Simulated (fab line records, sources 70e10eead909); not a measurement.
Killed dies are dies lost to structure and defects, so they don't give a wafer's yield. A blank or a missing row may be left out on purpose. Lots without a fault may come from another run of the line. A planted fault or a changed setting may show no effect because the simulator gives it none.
fab line records | flow nand_harc
record lots=5 wafers=15 last_day=33
route steps=1302 shown THIN_TSV@1258
lots that met no fault: from a run of the same line without faults
start_h: hours from the record's first day to the start of the lot's first wafer shown | wait_h: hours since the lot's step before | " the same as in the row above | L1.1+2: a row that stands for several wafers | - no value, or no start given | * or withheld: withheld | < > ~ a bound
route shown NAME@n: a module of which the file shows steps, and the number in the route of the first | usual: mean/standard deviation of fault-free wafers | same: alike in all rows | chamber/n: place in a boat | sites: the reading at each site | _std_site: their standard deviation | _edge_site: outer sites' mean less inner sites' | radius_mm: how far each site lies from the wafer's centre | mask NAME#n: copy n | behind: the tool/chamber that last shaped the wafer | hold: why the lot was held/for how many hours/how that ended | device: the transistor (n, p or np) that didn't switch | end of line: the same wafers' tests at the end of the route | a step without rows: its recipe alone | killed: dies lost to structure and defects at the first sort, not the wafer's yield | map: a wafer's dies, x killed, . not, _ none there
set.NAME: the setting as run; set.NAME@STEP: as run at that earlier step | model.NAME: the simulator's own value behind a step, which no gauge read
lots at some steps of the route; a table a step, a row a wafer
services: from which hour (start_h, from the record's first day; less than 0 if before it) a tool's chamber was out of use, for how many hours, and why
## steps
# step NHARC_THIN_TSV_DEVELOP_11
# recipe time_s=70
# same time_s=70
# columns lot.wafer tool chamber start_h wait_h
L074.2+4+5 litho_track-07 0 - -
L079.2+4+6 litho_track-05 0 - -
L083.1+4+5 litho_track-05 0 - -
L093.1+3+5 litho_track-07 0 - -
L096.1+4+6 litho_track-03 0 - -
# step NHARC_THIN_TSV_CD_MEAS_12
# recipe target_cd_nm=1000 landing_energy_ev=500
# usual cd_nm=998.3/1.9
# columns lot.wafer tool chamber start_h wait_h cd_nm
L074.2 cd_sem-02 0 558.41 - 996.8
L074.4 " 0 " " 999.4
L074.5 " 0 " " 996.6
L079.2 cd_sem-03 0 594.87 - 1000.8
L079.4 " 0 " " 999.6
L079.6 " 0 " " 998.7
L083.1 cd_sem-02 0 629.81 - 998.9
L083.4 " 0 " " 996.5
L083.5 " 0 " " 1000.7
L093.1 cd_sem-02 0 733.63 - 997.4
L093.3 " 0 " " 1001.7
L093.5 " 0 " " 996.4
L096.1 cd_sem-03 0 763.86 - 1001.2
L096.4 " 0 " " 998.9
L096.6 " 0 " " 1000.0
# step NHARC_THIN_TSV_HARDBAKE_13
# recipe temp_c=125 time_s=80
# same time_s=80
# columns lot.wafer tool chamber start_h wait_h
L074.2+4+5 litho_track-03 0 558.49 -
L079.2+4+6 litho_track-03 0 594.95 -
L083.1+4+5 litho_track-05 0 629.89 -
L093.1+3+5 litho_track-03 0 733.71 -
L096.1+4+6 litho_track-07 0 763.94 -
# step NHARC_THIN_TSV_DESCUM_14
# recipe time_s=3 o2_flow_sccm=200 ar_flow_sccm=0 bias_power_w=0 chemistry=O2
# usual drypump_motor_current_A=5.72/0.29 oes_product_au=0.995/0.015 rf_vpp_V=57.8/0.88 showerhead_plenum_p_Torr=1.92/0.074 throttle_valve_pct=11.311/0.0095
# same time_s=3
# columns lot.wafer tool chamber start_h wait_h drypump_motor_current_A oes_product_au rf_hours_counter_h rf_vpp_V showerhead_plenum_p_Torr throttle_valve_pct
L074.4 rie_diel-06 1 558.58 - 6.72 0.995 4.4 56.7 1.95 11.314
L074.2 " 3 " " 5.99 1.005 3.4 59.6 1.99 11.316
L074.5 " 0 " " 5.55 0.971 - 58.6 1.97 11.321
L079.2 rie_diel-01 0 595.02 - 6.01 0.978 1.2 57.1 1.89 11.320
L079.4 " 3 " " 6.02 0.999 1.0 58.1 2.04 11.311
L079.6 " 0 " " 5.97 0.989 - 58.1 1.89 11.282
L083.1 rie_diel-08 0 629.98 - 5.53 1.010 4.0 57.8 1.87 11.306
L083.4 " 1 " " 5.58 1.000 4.2 59.0 1.84 11.305
L083.5 " 0 " " 5.52 1.011 - 56.8 1.87 11.305
L093.3 rie_diel-08 0 733.80 - 5.51 0.987 0.3 57.6 1.87 11.308
L093.1 " 2 " " 5.77 0.995 0.3 58.1 2.05 11.313
L093.5 " 0 " " 5.53 0.990 - 58.7 1.87 11.321
L096.1 rie_diel-08 1 764.03 - 5.62 1.002 1.7 58.2 1.83 11.329
L096.4 " 3 " " 5.60 0.990 2.1 57.8 1.83 11.316
L096.6 " 1 " " 5.61 1.004 - 57.1 1.83 11.305
# step NHARC_THIN_TSV_ETCH_44
# recipe target_depth_a=15942 time_s=797.1 cf4_flow_sccm=150 o2_flow_sccm=10 ar_flow_sccm=0 rf_w=300 bias_w=800 chemistry=CF4/O2
# usual drypump_motor_current_A=5.8/0.3 oes_product_au=0.997/0.015 rf_vpp_V=795/4.3 showerhead_plenum_p_Torr=1.84/0.07 throttle_valve_pct=16.914/0.0093
# same time_s=797.1
# columns lot.wafer tool chamber start_h wait_h drypump_motor_current_A oes_product_au rf_hours_counter_h rf_vpp_V showerhead_plenum_p_Torr throttle_valve_pct
L074.4 rie_diel-06 3 558.77 0.2 6.0 1.019 3.6 799 1.90 16.914
L074.2 " 0 " " 5.5 0.982 4.4 799 1.89 16.912
L074.5 " 2 " " 5.8 0.996 - 790 1.76 16.918
L079.2 rie_diel-01 3 595.17 0.1 6.0 1.006 1.1 801 1.94 16.927
L079.4 " 0 " " 6.0 0.974 1.3 792 1.81 16.918
L079.6 " 3 " " 6.0 0.994 - 800 1.94 16.911
L083.1 rie_diel-08 2 630.12 0.1 5.8 0.983 4.3 801 1.96 16.907
L083.4 " 0 " " 5.5 1.005 4.1 790 1.79 16.910
L083.5 " 2 " " 5.8 0.986 - 802 1.96 16.912
L093.3 rie_diel-08 3 733.93 0.1 5.6 0.993 0.4 790 1.76 16.907
L093.1 " 1 " " 5.6 1.017 0.5 790 1.76 16.907
L093.5 " 3 " " 5.6 0.997 - 791 1.76 16.911
L096.1 rie_diel-08 1 764.11 0.1 5.6 1.010 1.8 790 1.76 16.908
L096.4 " 3 " " 5.6 0.989 2.2 789 1.76 16.931
L096.6 " 2 " " 5.8 0.986 - 802 1.96 16.911
# step NHARC_THIN_TSV_ETCH_15
# recipe target_depth_a=30000 bosch_target_overetch_cycles=2 bosch_etch_step_s=2.8 bosch_dep_step_s=1.2 bosch_cycles=14
# usual drypump_motor_current_A=5.3/0.5 he_backside_leak_sccm=2.5/0.32
# same bosch_etch_step_s=2.8
# columns lot.wafer tool chamber start_h wait_h drypump_motor_current_A he_backside_leak_sccm rf_hours_counter_h
L074.2 rie_si-06 2 559.24 - 5.1 2.4 0.9
L074.4 " 3 " " 6.1 2.3 0.9
L074.5 " 2 " " 5.1 2.5 -
L079.2 rie_si-02 2 595.71 - 4.7 2.4 0.8
L079.4 " 3 " " 6.4 2.3 0.7
L079.6 " 1 " " 4.8 2.5 -
L083.1 rie_si-02 0 630.64 - 5.4 2.8 0.9
L083.4 " 1 " " 4.8 2.4 1.1
L083.5 " 3 " " 6.4 2.3 -
L093.1 rie_si-04 1 734.48 - 5.1 2.5 0.1
L093.3 " 2 " " 6.0 2.8 0.1
L093.5 " 3 " " 5.6 2.4 -
L096.4 rie_si-04 1 764.71 - 5.1 2.3 0.3
L096.1 " 2 " " 6.0 2.8 0.3
L096.6 " 3 " " 5.6 2.4 -
# step NHARC_THIN_TSV_CD_MEAS_16
# usual cd_nm=998.0/2.1
# columns lot.wafer tool chamber start_h wait_h cd_nm
L074.2 cd_sem-03 - 559.37 0.1 997.7
L074.4 " - " " 998.1
L074.5 " - " " 994.9
L079.2 cd_sem-03 - 595.83 0.1 999.9
L079.4 " - " " 1000.6
L079.6 " - " " 997.4
L083.1 cd_sem-01 - 630.77 0.1 998.1
L083.4 " - " " 995.4
L083.5 " - " " 1000.3
L093.1 cd_sem-01 - 734.60 0.1 996.6
L093.3 " - " " 1000.6
L093.5 " - " " 996.3
L096.1 cd_sem-01 - 764.84 0.1 1000.6
L096.4 " - " " 995.9
L096.6 " - " " 998.7
# step NHARC_THIN_TSV_STRIP_45
# recipe power_w=1500 temp_c=250 chemistry=O2
# usual drypump_motor_current_A=5.9/0.5 heater_power_w=325/37
# columns lot.wafer tool chamber start_h wait_h drypump_motor_current_A heater_power_w rf_hours_counter_h
L074.2 plasma_asher-02 0 559.49 0.1 6.1 368 27
L074.4 " 0 " " 6.1 381 -
L074.5 " 1 " " 5.2 346 -
L079.2 plasma_asher-02 0 595.90 0.1 6.1 375 33
L079.4 " 0 " " 6.1 375 -
L079.6 " 0 " " 6.1 371 -
L083.1 plasma_asher-02 0 630.90 0.1 6.1 357 2
L083.4 " 1 " " 5.2 353 -
L083.5 " 1 " " 5.2 347 -
L093.1 plasma_asher-01 0 734.67 0.1 5.6 270 7
L093.3 " 0 " " 5.6 272 -
L093.5 " 0 " " 5.6 277 -
L096.1 plasma_asher-01 0 764.91 0.1 5.6 270 11
L096.4 " 1 " " 6.5 337 -
L096.6 " 1 " " 6.5 335 -
# step NHARC_THIN_TSV_STRIP_46
# recipe time_s=1200 temp_c=72.5 chemistry=post_etch_residue_remover
# same time_s=1200
# columns lot.wafer tool chamber start_h wait_h
L074.2+4+5 wet_bench-08 7,1,2 559.82 0.3
L079.6+2+4 wet_bench-10 7,1,2 596.27 0.1
L083.5+1+4 wet_bench-08 5,7,0 631.24 0.2
L093.5+1+3 wet_bench-10 1,2,3 735.04 0.1
L096.6+1+4 wet_bench-10 5,6,1 765.26 0.1
# step NHARC_THIN_TSV_DEP_47
# recipe target_thk_a=2000 temp_c=withheld pressure_torr=6.5 rf_w=900 teos_flow_sccm=161.4 flow_sccm=2650 target_thk_nm=200 gas=O2 material=SiO2
# usual mfc_precursor_sccm=161.4/0.49 throttle_valve_pct=15.7/0.79
# columns lot.wafer tool chamber start_h wait_h mfc_precursor_sccm throttle_valve_pct
L074.2 pecvd-03 2 560.25 - 161.4 16.3
L074.5 " 2 " " 161.3 16.0
L074.4 " 0 " " 161.5 16.3
L079.2 pecvd-04 0 596.71 - 160.9 16.7
L079.4 " 0 " " 160.5 17.0
L079.6 " 2 " " 161.0 16.6
L083.1 pecvd-02 1 631.71 - 160.5 14.9
L083.5 " 1 " " 161.3 14.6
L083.4 " 0 " " 161.2 15.2
L093.1 pecvd-02 1 735.48 - 161.6 14.7
L093.3 " 0 " " 162.5 15.2
L093.5 " 1 " " 162.0 15.1
L096.1 pecvd-02 1 765.80 - 161.0 15.3
L096.4 " 2 " " 161.2 14.7
L096.6 " 0 " " 161.0 15.4
# step NHARC_THIN_TSV_ETCHBACK_48
# recipe target_depth_a=10285 over_etch_frac=0.3 time_s=405.17 ion_energy_ev=250 c4f8_flow_sccm=withheld ar_flow_sccm=withheld rf_w=600 bias_w=300 chemistry=C4F8/Ar
# usual oes_product_au=0.94/0.032 rf_vpp_V=547/3.1
# columns lot.wafer tool chamber start_h wait_h oes_product_au rf_hours_counter_h rf_vpp_V
L074.4 rie_diel-06 2 560.64 - 0.97 4.1 544
L074.2 " 1 " " 0.95 4.9 548
L074.5 " 2 " " 0.96 - 544
L079.4 rie_diel-08 0 597.17 - 0.94 2.8 545
L079.2 " 1 " " 0.93 2.7 542
L079.6 " 3 " " 0.92 - 545
L083.4 rie_diel-08 1 632.11 - 0.95 4.7 542
L083.1 " 2 " " 0.93 4.6 552
L083.5 " 1 " " 0.95 - 544
L093.1 rie_diel-06 0 735.88 - 0.92 4.0 548
L093.3 " 3 " " 0.95 3.7 550
L093.5 " 0 " " 0.93 - 549
L096.4 rie_diel-08 0 766.11 - 0.91 2.5 545
L096.1 " 3 " " 0.90 2.8 544
L096.6 " 1 " " 0.92 - 543
# step NHARC_THIN_TSV_STRIP_62
# recipe power_w=1500 temp_c=250 time_s=20 chemistry=N2/H2
# usual drypump_motor_current_A=5.9/0.49 heater_power_w=316/38
# same time_s=20
# columns lot.wafer tool chamber start_h wait_h drypump_motor_current_A heater_power_w rf_hours_counter_h
L074.2 plasma_asher-01 1 561.00 - 6.5 318 7
L074.4 " 1 " " 6.5 320 -
L074.5 " 0 " " 5.6 255 -
L079.2 plasma_asher-01 1 597.46 - 6.5 312 17
L079.4 " 1 " " 6.5 321 -
L079.6 " 0 " " 5.6 269 -
L083.1 plasma_asher-01 0 632.49 - 5.6 260 24
L083.4 " 1 " " 6.5 316 -
L083.5 " 0 " " 5.6 266 -
L093.1 plasma_asher-01 0 736.31 - 5.6 271 7
L093.3 " 0 " " 5.6 271 -
L093.5 " 0 " " 5.6 273 -
L096.1 plasma_asher-02 1 766.49 - 5.2 345 31
L096.4 " 1 " " 5.2 356 -
L096.6 " 1 " " 5.2 349 -
# step NHARC_THIN_TSV_DEGAS_49
# recipe temp_c=300 time_s=120
# usual heater_power_w=462/41
# same time_s=120
# columns lot.wafer tool chamber start_h wait_h heater_power_w
L074.4 pvd_sputter-03 - 561.19 0.1 439
L074.2 " - " " 406
L074.5 " - " " 439
L079.4 pvd_sputter-03 - 597.64 0.1 406
L079.2 " - " " 486
L079.6 " - " " 434
L083.1 pvd_sputter-02 - 632.64 0.1 495
L083.4 " - " " 554
L083.5 " - " " 504
L093.1 pvd_sputter-01 - 736.51 0.2 518
L093.3 " - " " 422
L093.5 " - " " 482
L096.1 pvd_sputter-02 - 766.65 0.1 535
L096.4 " - " " 506
L096.6 " - " " 489
# step NHARC_THIN_TSV_PRE_CLEAN_50
# recipe time_s=30 temp_c=280 gas=H2/He
# usual heater_power_w=408/38
# same time_s=30
# columns lot.wafer tool chamber start_h wait_h heater_power_w
L074.2 pvd_sputter-03 - - - 384
L074.4 " - " " 421
L074.5 " - " " 383
L079.2 pvd_sputter-03 - - - 419
L079.4 " - " " 371
L079.6 " - " " 373
L083.4 pvd_sputter-02 - - - 405
L083.1 " - " " 496
L083.5 " - " " 396
L093.1 pvd_sputter-01 - - - 390
L093.3 " - " " 459
L093.5 " - " " 457
L096.1 pvd_sputter-02 - - - 435
L096.4 " - " " 404
L096.6 " - " " 476
# step NHARC_THIN_TSV_PVD_19
# recipe target_thk_a=200 chamber_pressure_pa=5 material=TaN
# usual throttle_valve_pct=29.9/1.4
# columns lot.wafer tool chamber start_h wait_h throttle_valve_pct
L074.2 pvd_sputter-03 - - - 31.3
L074.4 " - " " 28.8
L074.5 " - " " 29.9
L079.2 pvd_sputter-03 - - - 32.6
L079.4 " - " " 31.5
L079.6 " - " " 32.5
L083.4 pvd_sputter-02 - - - 30.1
L083.1 " - " " 29.4
L083.5 " - " " 30.3
L093.3 pvd_sputter-01 - - - 28.5
L093.1 " - " " 27.8
L093.5 " - " " 30.1
L096.1 pvd_sputter-02 - - - 27.0
L096.4 " - " " 30.3
L096.6 " - " " 29.8
# step NHARC_THIN_TSV_PVD_51
# recipe target_thk_a=1000 chamber_pressure_pa=5 material=Cu
# usual throttle_valve_pct=29.9/1.5
# columns lot.wafer tool chamber start_h wait_h throttle_valve_pct
L074.2 pvd_sputter-03 - - - 32.5
L074.4 " - " " 28.8
L074.5 " - " " 30.0
L079.4 pvd_sputter-03 - - - 32.4
L079.2 " - " " 30.1
L079.6 " - " " 28.9
L083.4 pvd_sputter-02 - - - 29.7
L083.1 " - " " 29.2
L083.5 " - " " 30.3
L093.1 pvd_sputter-01 - - - 30.3
L093.3 " - " " 30.2
L093.5 " - " " 30.0
L096.4 pvd_sputter-02 - - - 29.9
L096.1 " - " " 27.5
L096.6 " - " " 30.4
# step NHARC_THIN_TSV_ECD_20
# recipe target_thk_a=20000 material=Cu
# columns lot.wafer tool chamber start_h wait_h
L074.2+4+5 ecd_cu-02 0 561.74 -
L079.2+4+6 ecd_cu-01 0,1,1 598.09 -
L083.1+4+5 ecd_cu-01 0 633.19 -
L093.1+3+5 ecd_cu-02 1,0,1 737.04 -
L096.1+4+6 ecd_cu-01 0,0,1 767.10 -
# step NHARC_THIN_TSV_ANNEAL_52
# recipe temp_c=225 time_s=90
# usual wafer_temp_C_max=226.3/0.35
# same time_s=90
# columns lot.wafer tool chamber start_h wait_h wafer_temp_C_max
L074.2 rtp_anneal-01 0 562.42 0.6 225.9
L074.4 " 0 " " 226.0
L074.5 " 0 " " 225.8
L079.2 rtp_anneal-01 0 598.86 0.7 226.4
L079.4 " 0 " " 226.2
L079.6 " 0 " " 226.1
L083.1 rtp_anneal-02 0 633.82 0.5 225.7
L083.4 " 0 " " 226.3
L083.5 " 0 " " 226.6
L093.1 rtp_anneal-01 0 737.67 0.5 226.3
L093.3 " 0 " " 226.3
L093.5 " 0 " " 226.1
L096.1 rtp_anneal-01 0 767.85 0.7 226.2
L096.4 " 0 " " 226.1
L096.6 " 0 " " 226.5
# step NHARC_THIN_TSV_CMP_21
# recipe t_overpolish_s=30 target_thk_nm=2000
# usual motor_current_A=12.1/1 overpolish_run_s=30.001/0.0094
# same t_overpolish_s=30
# columns lot.wafer tool chamber start_h wait_h motor_current_A overpolish_run_s
L074.2 cmp-03 1 562.71 - 11.7 29.999
L074.4 " 0 " " 11.4 29.995
L074.5 " 1 " " 12.3 30.019
L079.4 cmp-04 0 599.16 - 13.8 29.990
L079.2 " 2 " " 11.4 30.000
L079.6 " 1 " " 11.0 30.000
L083.1 cmp-04 0 634.23 - 14.2 30.010
L083.4 " 1 " " 10.4 30.007
L083.5 " 2 " " 10.8 29.989
L093.3 cmp-04 3 738.02 - 12.4 30.008
L093.1 " 0 " " 13.6 30.005
L093.5 " 0 " " 14.3 30.004
L096.4 cmp-04 3 768.22 - 13.4 30.017
L096.1 " 0 " " 13.6 30.001
L096.6 " 3 " " 12.3 29.987
# step NHARC_THIN_TSV_SRD_23
# columns lot.wafer tool chamber start_h wait_h
L074.5+4+2 wet_bench-10 7,1,2 563.08 0.0
L079.4+2+6 wet_bench-08 1,4,6 599.52 0.0
L083.4+1+5 wet_bench-10 5,6,7 634.53 0.0
L093.3+5+1 wet_bench-10 3,4,5 738.38 0.0
L096.4+6+1 wet_bench-10 6,0,2 768.55 0.0
# step NHARC_THIN_TSV_DEGAS_53
# recipe temp_c=300 time_s=60
# usual heater_power_w=466/43
# same time_s=60
# columns lot.wafer tool chamber start_h wait_h heater_power_w
L074.4 pvd_sputter-03 - 563.18 0.1 405
L074.2 " - " " 420
L074.5 " - " " 442
L079.2 pvd_sputter-03 - 599.62 0.1 478
L079.4 " - " " 419
L079.6 " - " " 425
L083.4 pvd_sputter-02 - 634.62 0.1 501
L083.1 " - " " 455
L083.5 " - " " 561
L093.3 pvd_sputter-03 - 738.49 0.1 412
L093.1 " - " " 457
L093.5 " - " " 409
L096.1 pvd_sputter-02 - 768.67 0.1 496
L096.4 " - " " 535
L096.6 " - " " 462
# step NHARC_THIN_TSV_PRE_CLEAN_54
# recipe time_s=30 temp_c=280 gas=H2/He
# usual heater_power_w=410/38
# same time_s=30
# columns lot.wafer tool chamber start_h wait_h heater_power_w
L074.4 pvd_sputter-03 - 563.24 0.1 363
L074.2 " - " " 350
L074.5 " - " " 388
L079.2 pvd_sputter-03 - 599.69 0.1 426
L079.4 " - " " 378
L079.6 " - " " 415
L083.4 pvd_sputter-02 - 634.70 0.1 440
L083.1 " - " " 500
L083.5 " - " " 445
L093.1 pvd_sputter-03 - 738.56 0.0 411
L093.3 " - " " 362
L093.5 " - " " 391
L096.1 pvd_sputter-02 - 768.72 0.0 474
L096.4 " - " " 417
L096.6 " - " " 449
# step NHARC_THIN_TSV_PVD_55
# recipe target_thk_a=500 material=TiN
# columns lot.wafer tool chamber start_h wait_h
L074.2+4+5 pvd_sputter-03 - 563.32 0.0
L079.4+2+6 pvd_sputter-03 - 599.77 0.0
L083.1+4+5 pvd_sputter-02 - 634.82 0.1
L093.3+1+5 pvd_sputter-03 - 738.62 0.0
L096.1+4+6 pvd_sputter-02 - 768.82 0.1
# step NHARC_THIN_TSV_PVD_24
# recipe target_thk_a=8000 power_w=withheld chamber_pressure_pa=withheld substrate_temp_c=withheld time_s=withheld gas=Ar material=Al
# columns lot.wafer tool chamber start_h wait_h
L074.2+4+5 pvd_sputter-03 - 563.47 0.1
L079.2+4+6 pvd_sputter-03 - 600.03 0.2
L083.4+1+5 pvd_sputter-02 - 634.98 0.1
L093.1+3+5 pvd_sputter-03 - 738.89 0.2
L096.4+1+6 pvd_sputter-02 - 768.95 0.1
# step NHARC_THIN_TSV_DEHYDRATE_25
# recipe temp_c=150 time_s=120
# same time_s=120
# columns lot.wafer tool chamber start_h wait_h
L074.2+4+5 litho_track-05 0 563.89 -
L079.2+4+6 litho_track-03 0 600.33 -
L083.1+4+5 litho_track-07 0 635.34 -
L093.1+3+5 litho_track-07 0 739.19 -
L096.1+4+6 litho_track-05 0 769.36 -
# step NHARC_THIN_TSV_HMDS_26
# recipe time_s=30
# same time_s=30
# columns lot.wafer tool chamber start_h wait_h
L074.2+4+5 litho_track-05 0 - -
L079.2+4+6 litho_track-03 0 - -
L083.1+4+5 litho_track-07 0 - -
L093.1+3+5 litho_track-07 0 - -
L096.1+4+6 litho_track-05 0 - -
# step NHARC_THIN_TSV_COAT_27
# recipe spin_rpm=*
# columns lot.wafer tool chamber start_h wait_h
L074.2+4+5 litho_track-05 0 - -
L079.2+4+6 litho_track-03 0 - -
L083.1+4+5 litho_track-07 0 - -
L093.1+3+5 litho_track-07 0 - -
L096.1+4+6 litho_track-05 0 - -
# step NHARC_THIN_TSV_SOFTBAKE_28
# recipe temp_c=122 time_s=95
# same time_s=95
# columns lot.wafer tool chamber start_h wait_h
L074.2+4+5 litho_track-05 0 - -
L079.2+4+6 litho_track-03 0 - -
L083.1+4+5 litho_track-07 0 - -
L093.1+3+5 litho_track-07 0 - -
L096.1+4+6 litho_track-05 0 - -
# step NHARC_THIN_TSV_EBR_29
# columns lot.wafer tool chamber start_h wait_h
L074.2+4+5 litho_track-05 0 - -
L079.2+4+6 litho_track-03 0 - -
L083.1+4+5 litho_track-07 0 - -
L093.1+3+5 litho_track-07 0 - -
L096.1+4+6 litho_track-05 0 - -
# step NHARC_THIN_TSV_EXPOSE_30
# recipe na=0.55 dose_mj=11.47 mask_id=PAD
# usual stage_vel_mm_s=500.02/0.25
# same na=0.55
# columns lot.wafer tool chamber start_h wait_h mask stage_vel_mm_s
L074.2 krf_scanner-03 0 564.04 - PAD#0 500.16
L074.4 " 0 " " PAD#0 499.98
L074.5 " 0 " " PAD#0 499.40
L079.2 krf_scanner-02 0 600.61 - PAD#0 499.98
L079.4 " 0 " " PAD#0 500.10
L079.6 " 0 " " PAD#0 500.50
L083.1 krf_scanner-02 0 635.61 - PAD#0 500.13
L083.4 " 0 " " PAD#0 499.88
L083.5 " 0 " " PAD#0 499.57
L093.1 krf_scanner-03 0 739.46 - PAD#0 500.10
L093.3 " 0 " " PAD#0 499.89
L093.5 " 0 " " PAD#0 499.85
L096.1 krf_scanner-03 0 769.63 - PAD#0 500.20
L096.4 " 0 " " PAD#0 500.56
L096.6 " 0 " " PAD#0 499.88
# step NHARC_THIN_TSV_PEB_31
# recipe peb_temp_c=118 peb_time_s=85
# columns lot.wafer tool chamber start_h wait_h
L074.2+4+5 litho_track-07 0 564.10 0.1
L079.2+4+6 litho_track-03 0 600.67 0.1
L083.1+4+5 litho_track-07 0 635.68 0.1
L093.1+3+5 litho_track-03 0 739.53 0.1
L096.1+4+6 litho_track-03 0 769.70 0.1
# step NHARC_THIN_TSV_DEVELOP_32
# recipe time_s=70
# same time_s=70
# columns lot.wafer tool chamber start_h wait_h
L074.2+4+5 litho_track-07 0 - -
L079.2+4+6 litho_track-03 0 - -
L083.1+4+5 litho_track-07 0 - -
L093.1+3+5 litho_track-03 0 - -
L096.1+4+6 litho_track-03 0 - -
# step NHARC_THIN_TSV_CD_MEAS_33
# recipe target_cd_nm=5000 landing_energy_ev=500
# usual cd_nm=5001.8/2.9
# columns lot.wafer tool chamber start_h wait_h cd_nm
L074.2 cd_sem-01 0 564.19 - 5004.1
L074.4 " 0 " " 5002.2
L074.5 " 0 " " 5000.2
L079.2 cd_sem-01 0 600.76 - 5001.2
L079.4 " 0 " " 5000.0
L079.6 " 0 " " 4997.2
L083.1 cd_sem-03 0 635.77 - 5000.0
L083.4 " 0 " " 4999.4
L083.5 " 0 " " 4997.6
L093.1 cd_sem-01 0 739.62 - 4997.7
L093.3 " 0 " " 4997.1
L093.5 " 0 " " 4998.5
L096.1 cd_sem-03 0 769.79 - 5001.1
L096.4 " 0 " " 5004.2
L096.6 " 0 " " 5003.2
# step NHARC_THIN_TSV_HARDBAKE_34
# recipe temp_c=125 time_s=80
# same time_s=80
# columns lot.wafer tool chamber start_h wait_h
L074.2+4+5 litho_track-03 0 564.27 -
L079.2+4+6 litho_track-03 0 600.84 -
L083.1+4+5 litho_track-03 0 635.85 -
L093.1+3+5 litho_track-05 0 739.70 -
L096.1+4+6 litho_track-05 0 769.87 -
# step NHARC_THIN_TSV_DESCUM_35
# recipe time_s=3 o2_flow_sccm=200 ar_flow_sccm=0 bias_power_w=0 chemistry=O2
# usual drypump_motor_current_A=5.8/0.36 oes_product_au=0.994/0.014 rf_vpp_V=57.8/0.93 showerhead_plenum_p_Torr=1.93/0.073 throttle_valve_pct=11.311/0.0082
# same time_s=3
# columns lot.wafer tool chamber start_h wait_h drypump_motor_current_A oes_product_au rf_hours_counter_h rf_vpp_V showerhead_plenum_p_Torr throttle_valve_pct
L074.4 rie_diel-08 0 564.35 - 5.5 1.023 0.9 58.6 1.87 11.319
L074.2 " 1 " " 5.6 1.020 0.8 59.1 1.84 11.298
L074.5 " 1 " " 5.7 1.013 - 58.4 1.84 11.312
L079.4 rie_diel-01 3 600.92 - 6.0 0.988 1.5 58.1 2.04 11.308
L079.2 " 1 " " 5.4 1.002 1.2 59.8 1.95 11.311
L079.6 " 3 " " 6.0 0.994 - 58.2 2.04 11.305
L083.4 rie_diel-08 0 635.93 - 5.5 1.007 4.4 56.6 1.87 11.330
L083.1 " 1 " " 5.6 0.998 4.9 60.4 1.84 11.310
L083.5 " 0 " " 5.5 1.003 - 56.9 1.87 11.308
L093.1 rie_diel-06 0 739.80 - 5.5 0.990 4.2 57.8 1.97 11.310
L093.3 " 1 " " 6.7 0.985 - 57.1 1.94 11.306
L093.5 " 1 " " 6.7 0.984 - 58.5 1.95 11.302
L096.4 rie_diel-08 3 769.95 - 5.6 0.995 2.9 57.0 1.83 11.309
L096.1 " 2 " " 5.8 0.991 2.7 59.0 2.05 11.315
L096.6 " 0 " " 5.5 1.000 - 58.1 1.87 11.313
# step NHARC_THIN_TSV_ETCH_59
# recipe target_depth_a=8800 icp_w=900 bias_w=100 Cl2_flow_sccm=60 bcl3_flow_sccm=30 time_s=138.1 chemistry=Cl2/BCl3
# usual drypump_motor_current_A=5.69/0.21 he_backside_leak_sccm=3.4/0.38 oes_product_au=1.008/0.0093 throttle_valve_pct=22.263/0.0092
# same time_s=138.1
# columns lot.wafer tool chamber start_h wait_h drypump_motor_current_A he_backside_leak_sccm oes_product_au rf_hours_counter_h throttle_valve_pct
L074.2 rie_metal-03 0 564.51 0.1 5.90 3.3 1.007 0.8 22.263
L074.4 " 1 " " 5.89 3.4 0.989 - 22.259
L074.5 " 0 " " 5.91 5.0 0.989 - 22.255
L079.2 rie_metal-02 1 601.05 0.1 5.54 3.1 1.009 2.4 22.267
L079.4 " 1 " " 5.54 3.2 1.007 - 22.252
L079.6 " 0 " " 5.54 3.1 1.002 - 22.271
L083.1 rie_metal-01 1 636.09 0.1 5.89 3.4 1.003 0.7 22.265
L083.4 " 0 " " 5.40 3.6 0.999 - 22.262
L083.5 " 0 " " 5.40 3.5 1.006 - 22.270
L093.1 rie_metal-02 1 740.01 0.2 5.55 3.4 1.011 2.2 22.253
L093.3 " 0 " " 5.60 3.1 1.008 - 22.268
L093.5 " 0 " " 5.57 3.3 1.011 - 22.256
L096.1 rie_metal-03 0 770.07 0.1 5.88 3.5 1.000 1.1 22.269
L096.4 " 0 " " 5.92 3.5 0.995 - 22.256
L096.6 " 0 " " 5.91 3.3 0.989 - 22.263
# step NHARC_THIN_TSV_ETCH_36
# recipe target_depth_a=650 over_etch_frac=0.3 time_s=18.571 ion_energy_ev=150 chemistry=Cl2/BCl3
# usual drypump_motor_current_A=5.69/0.21 he_backside_leak_sccm=3.33/0.18 oes_product_au=1.008/0.0091
# same time_s=18.571
# columns lot.wafer tool chamber start_h wait_h drypump_motor_current_A he_backside_leak_sccm oes_product_au rf_hours_counter_h
L074.2 rie_metal-03 1 564.74 0.2 5.90 3.55 1.006 0.9
L074.4 " 0 " " 5.92 3.44 1.007 -
L074.5 " 1 " " 5.91 3.47 0.985 -
L079.2 rie_metal-02 1 601.31 0.2 5.56 3.23 1.006 2.5
L079.4 " 0 " " 5.53 3.07 1.012 -
L079.6 " 1 " " 5.55 3.25 1.012 -
L083.1 rie_metal-01 0 636.31 0.2 5.39 3.50 1.012 1.1
L083.4 " 0 " " 5.40 3.50 1.002 -
L083.5 " 1 " " 5.92 3.26 1.023 -
L093.1 rie_metal-02 1 740.25 0.2 5.54 3.15 1.022 2.3
L093.3 " 0 " " 5.55 2.83 1.008 -
L093.5 " 1 " " 5.56 3.24 1.013 -
L096.1 rie_metal-03 0 770.34 0.2 5.92 3.34 1.002 1.2
L096.4 " 0 " " 5.91 3.45 0.999 -
L096.6 " 1 " " 5.91 3.47 1.021 -
## services
# columns tool chamber start_h hours kind
rie_diel-08 - 545.12 9.0 pm
cmp-04 - 556.49 1.2 repair
plasma_asher-02 - 573.11 7.3 repair
pvd_sputter-01 - 582.00 10.0 pm
plasma_asher-02 - 589.14 1.1 repair
litho_track-07 - 601.00 7.0 pm
cmp-04 - 601.62 4.0 pm
plasma_asher-02 - 603.25 9.0 pm
cmp-04 - 617.58 3.8 repair
plasma_asher-02 - 619.87 3.2 repair
litho_track-03 - 625.00 7.0 pm
pvd_sputter-02 - 638.03 10.0 pm
rie_diel-08 2 643.10 1.5 repair
litho_track-05 - 649.00 7.0 pm
rie_diel-06 2 660.39 10.5 repair
rie_diel-06 - 661.20 9.0 pm
wet_bench-10 - 663.20 8.0 pm
plasma_asher-01 - 696.11 9.0 pm
pvd_sputter-02 - 699.18 7.9 repair
pvd_sputter-03 - 704.08 10.0 pm
rie_diel-08 - 722.12 9.0 pm
rie_diel-06 2 731.53 22.5 repair
pvd_sputter-03 - 736.97 1.4 repair
rie_diel-06 3 738.03 3.6 repair
## key
fault none
